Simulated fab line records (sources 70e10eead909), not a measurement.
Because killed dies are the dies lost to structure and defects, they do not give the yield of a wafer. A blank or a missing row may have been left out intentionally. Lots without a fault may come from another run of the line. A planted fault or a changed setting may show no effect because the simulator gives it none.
The tool behind it: which one? | flow nandHarc | 24 lots, 72 wafers sampled, at 6 steps of a route of 1302

WHAT EACH GAUGE READ, for each wafer
Not one reading of a measure or inspect step in the record can be checked against a usual standard deviation.

TOOL THAT RAN EACH LOT (tool first, then ch and the chambers of the sampled wafers, then the start)
lot  | NHARC_A_SLIT_STRIP_18                        | NHARC_A_CONTACT_ETCH_117           | NHARC_A_CONTACT_ETCH_118           | NHARC_A_CONTACT_ETCH_120           | NHARC_A_CONTACT_ETCH_121           | NHARC_A_CONTACT_ETCH_90
L074 | rieDiel-01 ch 1,2, day 21 13:26 or earlier   | harCapEtch-01 ch 0, day 21 13:26   | harCapEtch-01 ch 0, day 21 13:37   | harCapEtch-01 ch 0, day 21 13:57   | harCapEtch-01 ch 0, day 21 14:07   | rieDiel-03 ch 0,1,2, day 21 15:26
L077 | rieDiel-01 ch 0,2,3, day 22 06:39 or earlier | harCapEtch-03 ch 0,1, day 22 06:39 | harCapEtch-03 ch 0,1, day 22 06:49 | harCapEtch-03 ch 0,1, day 22 07:10 | harCapEtch-03 ch 0,1, day 22 07:20 | rieDiel-03 ch 2,3, day 22 08:39
L075 | rieDiel-05 ch 0,1,3, day 22 06:25 or earlier | harCapEtch-02 ch 0,1, day 22 06:25 | harCapEtch-02 ch 0,1, day 22 06:35 | harCapEtch-02 ch 0,1, day 22 06:56 | harCapEtch-02 ch 0,1, day 22 07:06 | rieDiel-11 ch 0,1,2, day 22 08:25
L076 | rieDiel-01 ch 0,1,3, day 22 19:17 or earlier | harCapEtch-01 ch 0,1, day 22 19:17 | harCapEtch-01 ch 0,1, day 22 19:31 | harCapEtch-01 ch 0,1, day 22 19:58 | harCapEtch-01 ch 0,1, day 22 20:12 | rieDiel-11 ch 0,1,3, day 22 21:57
L078 | rieDiel-07 ch 0,1,3, day 23 00:55 or earlier | harCapEtch-03 ch 0, day 23 00:55   | harCapEtch-03 ch 0, day 23 01:05   | harCapEtch-03 ch 0, day 23 01:26   | harCapEtch-03 ch 0, day 23 01:36   | rieDiel-03 ch 0,1,3, day 23 02:56
L079 | rieDiel-07 ch 0,2, day 23 04:13 or earlier   | harCapEtch-02 ch 1, day 23 04:13   | harCapEtch-02 ch 1, day 23 04:23   | harCapEtch-02 ch 1, day 23 04:44   | harCapEtch-02 ch 1, day 23 04:54   | rieDiel-03 ch 0,1,3, day 23 06:14
L080 | rieDiel-07 ch 0,1,2, day 24 06:22 or earlier | harCapEtch-02 ch 0,1, day 24 06:22 | harCapEtch-02 ch 0,1, day 24 06:33 | harCapEtch-02 ch 0,1, day 24 06:53 | harCapEtch-02 ch 0,1, day 24 07:04 | rieDiel-03 ch 1,2,3, day 24 08:25
L081 | rieDiel-01 ch 0,3, day 24 13:32 or earlier   | harCapEtch-03 ch 0,1, day 24 13:32 | harCapEtch-03 ch 0,1, day 24 13:43 | harCapEtch-03 ch 0,1, day 24 14:03 | harCapEtch-03 ch 0,1, day 24 14:13 | rieDiel-03 ch 0,1,3, day 24 15:34
L082 | rieDiel-01 ch 1,2,3, day 25 07:37 or earlier | harCapEtch-01 ch 0,1, day 25 07:37 | harCapEtch-01 ch 0,1, day 25 07:47 | harCapEtch-01 ch 0,1, day 25 08:08 | harCapEtch-01 ch 0,1, day 25 08:18 | rieDiel-11 ch 0,2,3, day 25 09:38
L084 | rieDiel-07 ch 0,3, day 25 11:04 or earlier   | harCapEtch-03 ch 0,1, day 25 11:04 | harCapEtch-03 ch 0,1, day 25 11:14 | harCapEtch-03 ch 0,1, day 25 11:34 | harCapEtch-03 ch 0,1, day 25 11:44 | rieDiel-03 ch 0,1,2, day 25 13:02
L083 | rieDiel-05 ch 1,3, day 25 11:33 or earlier   | harCapEtch-02 ch 0,1, day 25 11:33 | harCapEtch-02 ch 0,1, day 25 12:40 | harCapEtch-02 ch 0,1, day 25 13:00 | harCapEtch-02 ch 0,1, day 25 13:10 | rieDiel-03 ch 1,3, day 25 14:26
L085 | rieDiel-07 ch 1,2,3, day 26 01:27 or earlier | harCapEtch-01 ch 0,1, day 26 01:27 | harCapEtch-01 ch 0,1, day 26 01:37 | harCapEtch-01 ch 0,1, day 26 01:58 | harCapEtch-01 ch 0,1, day 26 02:08 | rieDiel-03 ch 1,2,3, day 26 03:25
L086 | rieDiel-07 ch 1,3, day 26 01:53 or earlier   | harCapEtch-03 ch 0,1, day 26 01:53 | harCapEtch-03 ch 0,1, day 26 02:04 | harCapEtch-03 ch 0,1, day 26 02:24 | harCapEtch-03 ch 0,1, day 26 02:34 | rieDiel-03 ch 0,2,3, day 26 03:52
L087 | rieDiel-01 ch 1,2,3, day 26 10:13 or earlier | harCapEtch-03 ch 0,1, day 26 10:13 | harCapEtch-03 ch 0,1, day 26 10:23 | harCapEtch-03 ch 0,1, day 26 10:43 | harCapEtch-03 ch 0,1, day 26 10:53 | rieDiel-04 ch 1,2, day 26 12:14
L089 | rieDiel-01 ch 0,1,2, day 27 08:17 or earlier | harCapEtch-03 ch 0,1, day 27 08:17 | harCapEtch-03 ch 0,1, day 27 08:27 | harCapEtch-03 ch 0,1, day 27 08:47 | harCapEtch-03 ch 0,1, day 27 08:58 | rieDiel-03 ch 1,2,3, day 27 10:16
L088 | rieDiel-01 ch 1,2,3, day 27 09:39 or earlier | harCapEtch-01 ch 0,1, day 27 09:39 | harCapEtch-01 ch 0,1, day 27 09:50 | harCapEtch-01 ch 0,1, day 27 10:10 | harCapEtch-01 ch 0,1, day 27 10:20 | rieDiel-04 ch 0,1, day 27 11:40
L091 | rieDiel-01 ch 1,2,3, day 28 01:37 or earlier | harCapEtch-01 ch 0,1, day 28 01:37 | harCapEtch-01 ch 0,1, day 28 01:47 | harCapEtch-01 ch 0,1, day 28 02:08 | harCapEtch-01 ch 0,1, day 28 02:18 | rieDiel-03 ch 0,1,2, day 28 03:36
L090 | rieDiel-01 ch 2,3, day 28 16:37 or earlier   | harCapEtch-01 ch 0,1, day 28 16:37 | harCapEtch-01 ch 0,1, day 28 16:50 | harCapEtch-01 ch 0,1, day 28 17:18 | harCapEtch-01 ch 0,1, day 28 17:32 | rieDiel-04 ch 0,1,2, day 28 19:09
L095 | rieDiel-01 ch 0,2,3, day 29 07:25 or earlier | harCapEtch-01 ch 0,1, day 29 07:25 | harCapEtch-01 ch 0,1, day 29 07:35 | harCapEtch-01 ch 0,1, day 29 07:56 | harCapEtch-01 ch 0,1, day 29 08:07 | rieDiel-03 ch 0,1,3, day 29 09:26
L093 | rieDiel-07 ch 1,2, day 29 11:57 or earlier   | harCapEtch-03 ch 0,1, day 29 11:57 | harCapEtch-03 ch 0,1, day 29 12:07 | harCapEtch-03 ch 0,1, day 29 12:28 | harCapEtch-03 ch 0,1, day 29 12:38 | rieDiel-04 ch 2,3, day 29 13:56
L092 | rieDiel-01 ch 0,2, day 29 11:13 or earlier   | harCapEtch-02 ch 0,1, day 29 11:13 | harCapEtch-02 ch 0,1, day 29 11:23 | harCapEtch-02 ch 0,1, day 29 11:44 | harCapEtch-02 ch 0,1, day 29 11:54 | rieDiel-03 ch 0,2,3, day 29 13:10
L094 | rieDiel-01 ch 2,3, day 30 04:46 or earlier   | harCapEtch-02 ch 0,1, day 30 04:46 | harCapEtch-02 ch 0,1, day 30 04:56 | harCapEtch-02 ch 0,1, day 30 05:16 | harCapEtch-02 ch 0,1, day 30 05:26 | rieDiel-04 ch 0,3, day 30 06:46
L096 | rieDiel-07 ch 0,1,3, day 31 08:29 or earlier | harCapEtch-02 ch 0,1, day 31 08:29 | harCapEtch-02 ch 0,1, day 31 08:40 | harCapEtch-02 ch 0,1, day 31 09:00 | harCapEtch-02 ch 0,1, day 31 09:10 | rieDiel-03 ch 0,3, day 31 10:29
L097 | rieDiel-05 ch 1,2, day 31 10:52 or earlier   | harCapEtch-03 ch 1, day 31 10:52   | harCapEtch-03 ch 1, day 31 11:02   | harCapEtch-03 ch 1, day 31 11:23   | harCapEtch-03 ch 1, day 31 11:33   | rieDiel-03 ch 1,3, day 31 12:52
- NHARC_A_SLIT_STRIP_18: strips in O2.
- NHARC_A_CONTACT_ETCH_117: etches the open film in C4F8/O2/Ar, time 190 s, target depth 1850 nm.
- NHARC_A_CONTACT_ETCH_118: etches the open film in C4F8/O2/Ar, time 190 s, target depth 1850 nm.
- NHARC_A_CONTACT_ETCH_120: etches the open film in C4F8/O2/Ar, time 190 s, target depth 1850 nm.
- NHARC_A_CONTACT_ETCH_121: etches the open film in C4F8/O2/Ar, time 190 s, target depth 1850 nm.
- NHARC_A_CONTACT_ETCH_90: etches the open film in CH3F/O2, target depth 40 nm, time 85.7 s.

AS READ BY THE TOOLS THEMSELVES (means over the sampled wafers that have a number; for cases with no such wafer, the mark the record gives instead)
NHARC_A_SLIT_STRIP_18. Usual: drypumpMotorCurrentA 5.8 A, standard deviation 0.53; oesProductAu 1.000 a.u., standard deviation 0.0081; rfVppV 58.1 V, standard deviation 0.84; showerheadPlenumPTorr 3.60 Torr, standard deviation 0.13; throttleValvePct 17.037 %, standard deviation 0.0093.
lot  | tool       | drypumpMotorCurrentA (A) | oesProductAu (a.u.) | rfVppV (V) | showerheadPlenumPTorr (Torr) | throttleValvePct (%) | flag
L074 | rieDiel-01 | 5.3                      | 1.006               | 57.3       | 3.54                         | 17.043               | 
L077 | rieDiel-01 | 5.6                      | 1.005               | 57.0       | 3.59                         | 17.035               | 
L075 | rieDiel-05 | 6.1                      | 1.005               | 58.7       | 3.64                         | 17.034               | 
L076 | rieDiel-01 | 6.0                      | 0.997               | 58.0       | 3.63                         | 17.035               | 
L078 | rieDiel-07 | 5.9                      | 0.993               | 58.8       | 3.63                         | 17.039               | 
L079 | rieDiel-07 | 5.5                      | 0.989               | 57.9       | 3.71                         | 17.035               | 
L080 | rieDiel-07 | 5.8                      | 0.998               | 58.7       | 3.60                         | 17.033               | 
L081 | rieDiel-01 | 6.0                      | 0.997               | 57.9       | 3.67                         | 17.049               | 
L082 | rieDiel-01 | 5.5                      | 0.995               | 58.1       | 3.54                         | 17.033               | 
L084 | rieDiel-07 | 5.6                      | 1.005               | 58.1       | 3.75                         | 17.039               | 
L083 | rieDiel-05 | 6.3                      | 1.004               | 57.9       | 3.63                         | 17.040               | 
L085 | rieDiel-07 | 6.0                      | 0.999               | 58.3       | 3.61                         | 17.043               | 
L086 | rieDiel-07 | 6.3                      | 0.996               | 58.2       | 3.50                         | 17.046               | 
L087 | rieDiel-01 | 5.5                      | 0.996               | 57.9       | 3.54                         | 17.037               | 
L089 | rieDiel-01 | 5.7                      | 1.001               | 58.4       | 3.63                         | 17.027               | 
L088 | rieDiel-01 | 5.5                      | 1.003               | 58.1       | 3.53                         | 17.046               | 
L091 | rieDiel-01 | 5.5                      | 0.998               | 58.3       | 3.53                         | 17.034               | 
L090 | rieDiel-01 | 5.2                      | 0.999               | 57.0       | 3.49                         | 17.027               | 
L095 | rieDiel-01 | 5.6                      | 1.005               | 58.2       | 3.58                         | 17.025               | 
L093 | rieDiel-07 | 6.3                      | 0.990               | 58.4       | 3.48                         | 17.034               | 
L092 | rieDiel-01 | 5.8                      | 0.999               | 58.8       | 3.67                         | 17.038               | 
L094 | rieDiel-01 | 5.4                      | 1.002               | 58.3       | 3.48                         | 17.038               | 
L096 | rieDiel-07 | 5.8                      | 0.996               | 58.2       | 3.62                         | 17.042               | 
L097 | rieDiel-05 | 6.6                      | 1.015               | 57.8       | 3.54                         | 17.043               | 

NHARC_A_CONTACT_ETCH_90. Usual: drypumpMotorCurrentA 5.8 A, standard deviation 0.45; oesProductAu 0.96 a.u., standard deviation 0.037; rfVppV 244.8 V, standard deviation 1.4; showerheadPlenumPTorr 2.48 Torr, standard deviation 0.077; throttleValvePct 20.663 %, standard deviation 0.01.
lot  | tool       | drypumpMotorCurrentA (A) | oesProductAu (a.u.) | rfVppV (V) | showerheadPlenumPTorr (Torr) | throttleValvePct (%) | flag
L074 | rieDiel-03 | 5.7                      | 0.93                | 244.2      | 2.48                         | 20.668               | 
L077 | rieDiel-03 | 6.3                      | 1.00                | 244.8      | 2.49                         | 20.665               | 
L075 | rieDiel-11 | 5.6                      | 0.92                | 245.2      | 2.43                         | 20.665               | 
L076 | rieDiel-11 | 5.6                      | 1.01                | 243.2      | 2.40                         | 20.660               | 
L078 | rieDiel-03 | 6.0                      | 1.00                | 245.9      | 2.53                         | 20.657               | 
L079 | rieDiel-03 | 6.0                      | 1.00                | 245.2      | 2.53                         | 20.659               | 
L080 | rieDiel-03 | 6.2                      | 1.01                | 244.7      | 2.50                         | 20.666               | 
L081 | rieDiel-03 | 6.0                      | 0.96                | 245.0      | 2.53                         | 20.666               | 
L082 | rieDiel-11 | 5.6                      | 0.93                | 243.3      | 2.48                         | 20.670               | 
L084 | rieDiel-03 | 5.8                      | 0.95                | 245.7      | 2.48                         | 20.660               | 
L083 | rieDiel-03 | 6.4                      | 0.92                | 244.6      | 2.55                         | 20.664               | 
L085 | rieDiel-03 | 6.2                      | 0.93                | 245.2      | 2.50                         | 20.659               | 
L086 | rieDiel-03 | 5.9                      | 1.00                | 245.0      | 2.47                         | 20.660               | 
L087 | rieDiel-04 | 5.8                      | 0.93                | 245.3      | 2.49                         | 20.664               | 
L089 | rieDiel-03 | 6.2                      | 0.95                | 245.4      | 2.49                         | 20.681               | 
L088 | rieDiel-04 | 5.7                      | 0.92                | 244.9      | 2.50                         | 20.652               | 
L091 | rieDiel-03 | 5.8                      | 1.00                | 244.7      | 2.47                         | 20.660               | 
L090 | rieDiel-04 | 5.8                      | 0.92                | 244.6      | 2.49                         | 20.655               | 
L095 | rieDiel-03 | 6.0                      | 1.01                | 245.9      | 2.52                         | 20.658               | 
L093 | rieDiel-04 | 5.3                      | 0.92                | 243.2      | 2.41                         | 20.660               | 
L092 | rieDiel-03 | 5.9                      | 1.01                | 244.8      | 2.46                         | 20.663               | 
L094 | rieDiel-04 | 5.2                      | 0.92                | 244.0      | 2.42                         | 20.659               | 
L096 | rieDiel-03 | 5.7                      | 0.99                | 245.0      | 2.49                         | 20.666               | 
L097 | rieDiel-03 | 6.4                      | 0.92                | 245.1      | 2.54                         | 20.673               | 

THE ANSWER, worked out from the rows above alone
Rule: a lot is off if the mean of its wafers that have a number lies more than 3 standard deviations from the usual mean. Also off: a lot with no number at a reading for which 4 or more lots have one. Where the step has rows for the other lots, those lots are counted as sound. After the gauges, taken in route order, come the tools' own readings; for these a lot's mean is taken, as printed above. The first step at which some lot is off is used, and at that step the reading that is off furthest; a lot without a number counts as furthest.
Across all readings shown, no lot is off: no conclusion can be drawn from this.

WHAT THE SIMULATOR PUT IN
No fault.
